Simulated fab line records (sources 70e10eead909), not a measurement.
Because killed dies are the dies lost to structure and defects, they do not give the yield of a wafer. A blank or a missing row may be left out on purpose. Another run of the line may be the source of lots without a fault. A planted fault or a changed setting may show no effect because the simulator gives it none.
A struck lot beside a sound one | flow nand harc | 17 out of 1302 route steps
Sound: these wafers, L105.1, L105.3, L105.4. Struck: wafer L117.3. (L117.2, L117.5 of the same lot were not struck and are left out.) The cause comes at the end.
Order at every step that has rows: each side's tool, ch and its chambers, its first start. Under that, the readings that differ: sound wafers | struck wafers | difference of the means | sigmas: that difference in standard deviations of wafers without a fault.
alike: readings whose means differ by less than 2 such deviations, and words and numbers that are the same on both sides. not compared: withheld readings, readings that some wafer has no value for, bounds like >300 that may hide the same value, and numbers for which the record gives no deviation and whose values overlap.
Wherever a step has rows on one side only, a row that says differs or no value, or a row with sigmas, the two part there. When numbers do not overlap yet have no deviation, they are printed without sigmas and do not part them. A reading missing from all wafers of one side parts the sides only when that side holds two or more wafers.

NHARC_P_M0_OVL_MEAS_10: pitch 180 nm.
  sound: overlay-02 at day 6 08:42; struck: overlay-01 at day 11 06:19
  alike: overlay x nm, overlay y nm
NHARC_P_M0_INSPECT_11:
  sound: defect inspect-01 at day 6 08:44; struck: defect inspect-01 at day 11 06:22
  alike: raw defect count
NHARC_P_M0_DESCUM_14: chemistry O2, time 3 s.
  sound on rie diel-01 ch 0,2,3, day 6 08:49; struck on rie diel-01 ch 1, day 11 06:26
  reading                         | sound          | struck | difference | sigmas
  drypump motor current A (A)     | 5.7 6.7 5.8    | 5.2    | -0.9       | -2
  rf hours counter h (h)          | 35 33 30       | 9      | -24        |
  showerhead plenum p Torr (Torr) | 1.92 2.07 2.01 | 1.77   | -0.23      | -3
  alike: oes product au, rf vpp V, throttle valve pct
NHARC_P_M0_ETCH_34: etches the open film in N2/H2, target depth 40 nm, overetch 12 nm, time 43.94 s.
  sound on rie diel-01 ch 1,2,3, day 6 08:53; struck on rie diel-01 ch 2, day 11 06:31
  reading                | sound    | struck | difference | sigmas
  rf hours counter h (h) | 33 35 29 | 10     | -22        |
  alike: drypump motor current A, oes product au, rf vpp V, showerhead plenum p Torr, throttle valve pct
NHARC_P_M0_ETCH_15: etches the open film in C4F8/Ar, target depth 150 nm, overetch 15 nm, time 82.5 s.
  sound: rie diel-01 ch 0,1,2; struck: rie diel-01 ch 1
  reading                | sound             | struck | difference | sigmas
  rf hours counter h (h) | 33 29 30          | 9      | -22        |
  rf vpp V (V)           | 445.1 437.8 444.4 | 435.0  | -7.4       | -3
  alike: oes product au
NHARC_P_M0_CD_MEAS_16:
  sound: cd sem-01 at day 6 09:06; struck: cd sem-01 at day 11 06:43
  alike: cd nm
then, 2 steps without rows for these wafers: NHARC_P_M0_STRIP_18 (strips in N2/H2); NHARC_P_M0_STRIP_19 (strips in post etch residue remover, time 600 s).
NHARC_P_M0_DEGAS_28: time 60 s.
  sound: pvd sputter-03 at day 6 09:46; struck: pvd sputter-01 at day 11 07:21
  alike: heater power w
then, 1 step without rows for these wafers: NHARC_P_M0_PRE_CLEAN_29 (time 30 s).
NHARC_P_M0_PVD_20: deposits TaN, target thk 5 nm, time 8.06 s.
  sound on pvd sputter-03; struck on pvd sputter-01
  alike: throttle valve pct
then, 1 step without rows for these wafers: NHARC_P_M0_PVD_21 (deposits Cu, target thk 30 nm, time 20.49 s).
NHARC_P_M0_ECD_22: material Cu, target thk 400 nm.
  sound on ecd cu-02 ch 0,1, day 6 10:11; struck on ecd cu-01 ch 0,1, day 11 07:46
then, 1 step without rows for these wafers: NHARC_P_M0_ANNEAL_30 (time 90 s).
NHARC_P_M0_CMP_23: polishes, t overpolish 20 s, target thk 117.54 nm.
  sound on cmp-04 ch 0,1,3, day 6 10:57; struck on cmp-03 ch 0, day 11 08:26
  reading                | sound    | struck | difference | sigmas
  time to endpoint s (s) | 30 28 33 | 10     | -20        | -5
  alike: edge zone pressure frac, motor current A, slurry filter dp kPa
NHARC_P_M0_THK_MEAS_24: measures by xrf.
  sound: film metro-02 at day 6 11:16; struck: film metro-02 at day 11 08:45
  alike: thk nm
-- the record jumps here: 18 days lie between the struck wafers' starts before and after (it left off in module P_M0 and takes up again in module END, whose first step shown is number 1302 of the route) --
NHARC_END_SORT_01:
  sound on prober-01 ch 0, day 24 17:40; struck on prober-02 ch 0, day 29 09:49
  reading                  | sound          | struck | difference | sigmas
  defect limited yield (%) | 86.9 87.0 85.7 | 95.0   | +8.5       | +4
  killed at array          | 80 86 93       | 28     | -58        | -5
  killed dies              | 89 88 97       | 34     | -57        | -4
  sort_bin_2_pct (%)       | 5.2 4.1 5.0    | 2.2    | -2.6       | -3
  sort_bin_4_pct (%)       | 7.5 7.7 8.3    | 2.4    | -5.4       | -5
  sort n pass              | 588 589 580    | 643    | +57        | +4
  sort rim yield pct (%)   | 76 82 79       | 93     | +14        | +4
  sort yield pct (%)       | 86.9 87.0 85.7 | 95.0   | +8.5       | +4
  alike: killed at other, killed at periphery, killed open, killed short, sort_bin_3_pct

## WHERE THEY PART
Earliest at NHARC_P_M0_DESCUM_14; latest, in this record, at NHARC_END_SORT_01.

WHY: what the simulator had put in
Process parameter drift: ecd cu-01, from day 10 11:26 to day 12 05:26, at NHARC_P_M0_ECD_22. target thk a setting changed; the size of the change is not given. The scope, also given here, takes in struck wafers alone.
